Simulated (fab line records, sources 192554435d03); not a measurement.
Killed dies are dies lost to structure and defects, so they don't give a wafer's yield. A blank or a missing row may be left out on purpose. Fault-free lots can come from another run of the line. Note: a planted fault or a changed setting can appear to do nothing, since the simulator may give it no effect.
Which tool is to blame? | flow n5Finfet | 30 wafers from 10 lots sampled at 4 of the route's 1938 steps

== WHAT EACH GAUGE READ, for each wafer ==
N5_BEOL_M4_OVL_MEAS_29.
lot  | measured     | on         | V3_OVL (nm)
L074 | day 8 13:13  | overlay-01 | -1.0 -0.2 -0.3
L078 | day 9 08:11  | overlay-02 | -1.3 -1.7 -1.7
L083 | day 10 01:15 | overlay-02 | 0.4 1.0 0.5
L084 | day 11 00:38 | overlay-02 | 0.4 0.0 0.4
L085 | day 11 04:39 | overlay-01 | 0.4 -1.0 -0.2
L086 | day 11 12:12 | overlay-02 | -0.3 -0.8 -0.7
L089 | day 11 17:44 | overlay-01 | 1.1 0.5 0.8
L092 | day 12 14:34 | overlay-02 | -0.5 -0.2 -0.8
L095 | day 12 21:15 | overlay-01 | -0.1 -0.3 1.0
L096 | day 13 23:52 | overlay-02 | 0.4 0.8 0.9

== TOOL THAT RAN EACH LOT (tool first, then ch and the chambers of the sampled wafers, then the start) ==
lot  | N5_BEOL_M4_ILD_DEP_00           | N5_BEOL_M4_PECVD_72            | N5_BEOL_M4_HM_OPEN_17
L074 | pecvd-03 ch 0,1,2, day 8 10:13  | pecvd-01 ch 0,1,2, day 8 10:19 | rieMetal-01 ch 0,1, day 8 12:39
L078 | pecvd-01 ch 1,2, day 9 02:46    | pecvd-01 ch 0,1,2, day 9 02:52 | rieMetal-01 ch 0,1, day 9 07:33
L083 | pecvd-01 ch 0,1, day 9 20:13    | pecvd-03 ch 0,1, day 9 20:19   | rieMetal-01 ch 0,1, day 10 00:35
L084 | pecvd-03 ch 0,1,2, day 10 22:15 | pecvd-01 ch 1,2, day 10 22:21  | rieMetal-03 ch 0,1, day 10 23:52
L085 | pecvd-03 ch 0,1, day 11 01:34   | pecvd-03 ch 0,1, day 11 01:40  | rieMetal-01 ch 0,1, day 11 03:58
L086 | pecvd-03 ch 0,1, day 11 08:40   | pecvd-02 ch 1,2, day 11 08:46  | rieMetal-03 ch 0,1, day 11 11:30
L089 | pecvd-01 ch 0,1,2, day 11 14:56 | pecvd-03 ch 0,2, day 11 15:02  | rieMetal-03 ch 0,1, day 11 17:04
L092 | pecvd-01 ch 0,2, day 12 12:14   | pecvd-01 ch 0,2, day 12 12:20  | rieMetal-03 ch 0,1, day 12 13:59
L095 | pecvd-02 ch 1,2, day 12 18:14   | pecvd-03 ch 1,2, day 12 18:20  | rieMetal-02 ch 0, day 12 20:38
L096 | pecvd-02 ch 0,1,2, day 13 20:23 | pecvd-02 ch 0,1, day 13 20:29  | rieMetal-01 ch 0,1, day 13 23:12
- N5_BEOL_M4_ILD_DEP_00: deposits SiOC from DEMS/O2, target thk 79 nm, time 15.3 s.
- N5_BEOL_M4_PECVD_72: deposits SiO2 from TEOS/O2, target thk 16 nm, time 18 s.
- N5_BEOL_M4_HM_OPEN_17: chemistry Cl2/BCl3, target TiN, target depth 20 nm, overetch 6 nm.

== THE ANSWER, worked out from the rows above alone ==
Rule: the usual values come from the lots themselves. The widest of any qualifying gaps counts: lots, ordered by their means at a reading, are off when they make up no more than a third of the lots, leave a main group of 4 or more, and stand apart from it by 3 or more times the standard deviation of that group's means. If all means in a main group match to the digits the tables above print for the reading, that group is not used. Also off: a lot with no number at a reading for which 4 or more lots have one. All remaining lots with rows at the step are treated as sound.
Across all readings shown, no lot is off: no conclusion can be drawn from this.

== WHAT THE SIMULATOR HAD INSERTED ==
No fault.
